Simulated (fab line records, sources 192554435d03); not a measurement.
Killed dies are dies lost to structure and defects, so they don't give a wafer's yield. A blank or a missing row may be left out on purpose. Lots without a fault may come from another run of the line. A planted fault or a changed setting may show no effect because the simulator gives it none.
Split-lot experiment | flow n5_finfet | 7 lots, 21 wafers read, on a route of 1938 steps

THE SPLIT
At N5_FIN_CUT_EXPOSE_05 (exposes mask FIN CUT), the setting dose_mj was moved away from the recipe's 45.75 on 7 of the 21 wafers read, by -5.8% to +6.2%. The other wafers ran this setting at the recipe's value.

FROM THE SPLIT TO THE READING: what the file shows between them, 2 steps
- N5_FIN_CUT_PEB_06: peb time 60 s
- N5_FIN_CUT_DEVELOP_07: develop time 30 s

THE READING
cd_nm, in nm, at N5_FIN_CUT_CD_MEAS_08 (target cd 29.1 nm). Fault-free wafers of this fab line usually give 29.10 nm, standard deviation 0.25 nm.

wafer  | tool, chamber at the split | dose_mj as run | against the recipe | cd_nm, nm | against lot-mates on the recipe
L074.1 | euv_scanner-01, 0          | 45.75          | recipe             | 29.17     | -
L074.2 | euv_scanner-01, 0          | 43.44          | -5.0%              | 28.34     | -0.63
L074.4 | euv_scanner-01, 0          | 45.75          | recipe             | 28.76     | -
L077.1 | euv_scanner-02, 0          | 45.75          | recipe             | 29.33     | -
L077.5 | euv_scanner-02, 0          | 43.1           | -5.8%              | 27.81     | -1.52
L077.6 | euv_scanner-02, 0          | 43.1           | -5.8%              | 27.74     | -1.59
L079.1 | euv_scanner-02, 0          | 45.75          | recipe             | 29.15     | -
L079.2 | euv_scanner-02, 0          | 45.75          | recipe             | 29.20     | -
L079.3 | euv_scanner-02, 0          | 48.21          | +5.4%              | 29.80     | +0.63
L080.1 | euv_scanner-01, 0          | 45.75          | recipe             | 29.41     | -
L080.4 | euv_scanner-01, 0          | 45.75          | recipe             | 29.00     | -
L080.6 | euv_scanner-01, 0          | 45.75          | recipe             | 29.04     | -
L084.2 | euv_scanner-01, 0          | 45.75          | recipe             | 28.79     | -
L084.3 | euv_scanner-01, 0          | 43.75          | -4.4%              | 28.29     | -0.82
L084.6 | euv_scanner-01, 0          | 45.75          | recipe             | 29.42     | -
L090.2 | euv_scanner-01, 0          | 45.75          | recipe             | 29.20     | -
L090.4 | euv_scanner-01, 0          | 48.59          | +6.2%              | 30.08     | +0.88
L090.5 | euv_scanner-01, 0          | 48.59          | +6.2%              | 30.34     | +1.14
L092.1 | euv_scanner-01, 0          | 45.75          | recipe             | 29.08     | -
L092.2 | euv_scanner-01, 0          | 45.75          | recipe             | 28.57     | -
L092.3 | euv_scanner-01, 0          | 45.75          | recipe             | 29.25     | -

THE FIT
A straight line over all 21 wafers: cd_nm changes by +0.184 nm for each +1% of dose_mj; r = +0.93; the points scatter about the line by 0.24 nm.
The same after taking each lot's own level away (the mean of its wafers on the recipe; 21 wafers): +0.186 nm for each +1%; r = +0.92; scatter 0.26 nm.
On that fit, the largest move of dose_mj shifts the reading by 1.2 nm.
The lots' own levels span 28.965 to 29.330 nm, that is 1.5 times the standard deviation above.
So the lot-to-lot level changes the slope little: the two slopes agree.
Check: with one of the wafers moved furthest among these (+6.2%) left out of the fit, the line predicts +1.16 nm for it against its lot-mates. It came out at +0.88 nm against them.

OTHER SPLITS ON THESE WAFERS
These wafers also went through other splits before the reading. Each is held against what the fit with the lots' levels taken away leaves over:
other split on the same wafers           | wafers away from the commonest value | r with cd_nm (lot level and that fit taken away)
N5_WELL_APT_EXPOSE_22 dose_mj            | 5                                    | -0.27
N5_WELL_APT_PEB_23 peb_temp_c            | 8                                    | -0.19
N5_WELL_APT_DESCUM_30 time_s             | 5                                    | +0.46
N5_PMOS_HMC_CHANNEL_EPI_HM_DEP_34 time_s | 4                                    | -0.26

THE WHOLE CHAIN: every reading that the file lists as answering this split, in the file's order
step                  | what it does                                                | reading                                                               | change (the file's fit)               | r (the file's)
N5_FIN_CUT_CD_MEAS_08 | target cd 29.1 nm                                           | cd_nm                                                                 | +0.174 nm for each +1% of the setting | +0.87
N5_FIN_CUT_ETCH_30    | etches underlayer in N2/H2, target depth 13 nm, time 10.4 s | FIN_CUT.cd_offset_nm (the simulator's own value, which no gauge read) | +0.182 nm for each +1% of the setting | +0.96
N5_FIN_CUT_ETCH_20    | etches SiARC in CF4, target depth 26 nm, time 43.3 s        | FIN_CUT.cd_offset_nm (the simulator's own value, which no gauge read) | +0.172 nm for each +1% of the setting | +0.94

THE FILE'S OWN FIT
cd_nm changes by +0.174 nm for each +1% of dose_mj, r = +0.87.
